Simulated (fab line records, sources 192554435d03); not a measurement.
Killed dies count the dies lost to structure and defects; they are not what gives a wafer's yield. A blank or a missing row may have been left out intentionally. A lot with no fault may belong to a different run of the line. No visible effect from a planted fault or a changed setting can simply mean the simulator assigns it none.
Lot-split experiment + flow n5Finfet + 39 wafers read across 7 lots, on a route 1938 steps long

## THE SPLIT ITSELF
At N5_SD_EPI_P_EPI_21 (deposits SiGe:B, time 355 s), the setting epiGrowthTimeS was moved away from the recipe's 355 s on 15 of the 39 wafers read, by -10.2% to +7.9%. The other wafers ran this setting at the recipe's value.

## FROM THE SPLIT TO THE READING: what the file shows between them, 7 steps
- N5_SD_EPI_P_HM_STRIP_48: strips SiNx in H3PO4, material SiNx, target depth 3 nm
- N5_SD_EPI_P_SRD_49: time 30 s
- N5_SD_EPI_P_PRECLEAN_24: cleans in O3/DIW, time 45 s
- N5_SD_EPI_P_PRECLEAN_32: cleans in dHF, time 10 s
- N5_SD_EPI_P_PRECLEAN_33: cleans in SC2, time 45 s
- N5_SD_ACTIVATION_RTA_00: time 0 s
- N5_SD_ACTIVATION_LSA_01: time 0.0008 s

## THE READING
Measured at N5_SD_ACTIVATION_RS_MEAS_03 by four-point probe: RS_SD_P, in ohm/sq. Fault-free wafers of this fab line usually give 56.0 ohm/sq, standard deviation 0.86 ohm/sq.

| wafer  | tool, chamber at the split | epiGrowthTimeS as run, s | against the recipe | RS_SD_P, ohm/sq | against lot-mates on the recipe |
|--------|----------------------------|--------------------------|--------------------|-----------------|---------------------------------|
| L074.1 | epiRpcvd-01, 0             | 355                      | recipe             | 55.6            | -                               |
| L074.2 | epiRpcvd-01, 0             | 341.8                    | -3.7%              | 57.2            | +1.8                            |
| L074.3 | epiRpcvd-01, 0             | 355                      | recipe             | 55.6            | -                               |
| L074.4 | epiRpcvd-01, 0             | 341.8                    | -3.7%              | 58.2            | +2.8                            |
| L074.5 | epiRpcvd-01, 0             | 355                      | recipe             | 55.0            | -                               |
| L074.6 | epiRpcvd-01, 0             | 341.8                    | -3.7%              | 56.9            | +1.5                            |
| L077.1 | epiRpcvd-02, 0             | 355                      | recipe             | 56.0            | -                               |
| L077.2 | epiRpcvd-02, 0             | 331.8                    | -6.5%              | 58.9            | +2.9                            |
| L077.3 | epiRpcvd-02, 0             | 331.8                    | -6.5%              | 59.1            | +3.1                            |
| L077.4 | epiRpcvd-02, 0             | 355                      | recipe             | 56.4            | -                               |
| L077.5 | epiRpcvd-02, 0             | 331.8                    | -6.5%              | 58.4            | +2.4                            |
| L077.6 | epiRpcvd-02, 0             | 355                      | recipe             | 55.5            | -                               |
| L080.1 | epiRpcvd-03, 0             | 355                      | recipe             | 56.9            | -                               |
| L080.2 | epiRpcvd-03, 0             | 331.2                    | -6.7%              | 58.3            | +1.5                            |
| L080.3 | epiRpcvd-03, 0             | 355                      | recipe             | 56.8            | -                               |
| L080.4 | epiRpcvd-03, 0             | 331.2                    | -6.7%              | 57.8            | +1.0                            |
| L080.5 | epiRpcvd-03, 0             | 355                      | recipe             | 56.6            | -                               |
| L080.6 | epiRpcvd-03, 0             | 331.2                    | -6.7%              | 59.4            | +2.6                            |
| L082.1 | epiRpcvd-02, 0             | 355                      | recipe             | 56.3            | -                               |
| L082.2 | epiRpcvd-02, 0             | 355                      | recipe             | 55.2            | -                               |
| L082.3 | epiRpcvd-02, 0             | 355                      | recipe             | 55.6            | -                               |
| L082.4 | epiRpcvd-02, 0             | 355                      | recipe             | 55.3            | -                               |
| L082.5 | epiRpcvd-02, 0             | 355                      | recipe             | 55.5            | -                               |
| L082.6 | epiRpcvd-02, 0             | 355                      | recipe             | 55.5            | -                               |
| L090.1 | epiRpcvd-03, 0             | 318.9                    | -10.2%             | 60.3            | +3.1                            |
| L090.2 | epiRpcvd-03, 0             | 318.9                    | -10.2%             | 61.4            | +4.2                            |
| L090.3 | epiRpcvd-03, 0             | 355                      | recipe             | 56.9            | -                               |
| L090.4 | epiRpcvd-03, 0             | 355                      | recipe             | 57.0            | -                               |
| L090.5 | epiRpcvd-03, 0             | 318.9                    | -10.2%             | 60.6            | +3.4                            |
| L090.6 | epiRpcvd-03, 0             | 355                      | recipe             | 57.6            | -                               |
| L091.1 | epiRpcvd-01, 0             | 355                      | recipe             | 56.8            | -                               |
| L091.3 | epiRpcvd-01, 0             | 355                      | recipe             | 55.9            | -                               |
| L091.6 | epiRpcvd-01, 0             | 355                      | recipe             | 56.8            | -                               |
| L094.1 | epiRpcvd-03, 0             | 355                      | recipe             | 54.9            | -                               |
| L094.2 | epiRpcvd-03, 0             | 355                      | recipe             | 55.5            | -                               |
| L094.3 | epiRpcvd-03, 0             | 382.9                    | +7.9%              | 51.6            | -3.7                            |
| L094.4 | epiRpcvd-03, 0             | 355                      | recipe             | 55.4            | -                               |
| L094.5 | epiRpcvd-03, 0             | 382.9                    | +7.9%              | 51.8            | -3.5                            |
| L094.6 | epiRpcvd-03, 0             | 382.9                    | +7.9%              | 52.1            | -3.2                            |

THE FIT
A straight line over all 39 wafers: RS_SD_P changes by -0.464 ohm/sq for each +1% of epiGrowthTimeS; r = -0.95; the points scatter about the line by 0.7 ohm/sq.
The same after taking each lot's own level away (the mean of its wafers on the recipe; 39 wafers): -0.383 ohm/sq for each +1%; r = -0.96; scatter 0.52 ohm/sq.
Per that fit: largest epiGrowthTimeS move, reading shift of 3.9 ohm/sq.
From 55.27 to 57.17 ohm/sq: that is the span of the lots' own levels, equal to 2.2 times the standard deviation above.
So the slope is not independent of the lot-to-lot level: the two fits are not the same.
Check: +3.96 ohm/sq against its lot-mates is what the line predicts for one of the wafers moved furthest among these (-10.2%) when that wafer is left out of the fit. It came out at +3.13 ohm/sq against them.

## FURTHER SPLITS ON THESE WAFERS
Other splits were also applied to these wafers ahead of the reading. Each is held against what the fit with the lots' levels taken away leaves over:
| other split on the same wafers     | wafers away from the commonest value | r with RS_SD_P (lot level and that fit taken away) |
|------------------------------------|--------------------------------------|----------------------------------------------------|
| N5_DUMMY_GATE_EXPOSE_12 doseMj     | 18                                   | -0.25                                              |
| N5_DUMMY_GATE_ETCH_31 targetDepthA | 12                                   | +0.02                                              |
| N5_DUMMY_GATE_ETCH_44 targetDepthA | 15                                   | -0.23                                              |
| N5_DUMMY_GATE_ETCH_42 biasW        | 12                                   | -0.20                                              |

## THE WHOLE CHAIN: every reading that the file lists as answering this split, in the file's order
| step                        | what it does                 | reading                                                                          | change (the file's fit)               | r (the file's) |
|-----------------------------|------------------------------|----------------------------------------------------------------------------------|---------------------------------------|----------------|
| N5_SD_EPI_P_EPI_21          | deposits SiGe:B, time 355 s  | SiGe-B_of_SD_EPI_P_EPI_21.thkNm (the simulator's own value, which no gauge read) | +0.397 nm for each +1% of the setting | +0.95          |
| N5_SD_EPI_P_PRECLEAN_24     | cleans in O3/DIW, time 45 s  | SiGe-B_of_SD_EPI_P_EPI_21.thkNm (the simulator's own value, which no gauge read) | +0.393 nm for each +1% of the setting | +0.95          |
| N5_SD_ACTIVATION_RS_MEAS_03 | measures by four-point-probe | RS_SD_P                                                                          | -0.38 for each +1% of the setting     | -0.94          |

## THE FILE'S OWN FIT
RS_SD_P changes by -0.38 ohm/sq for each +1% of epiGrowthTimeS, r = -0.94.
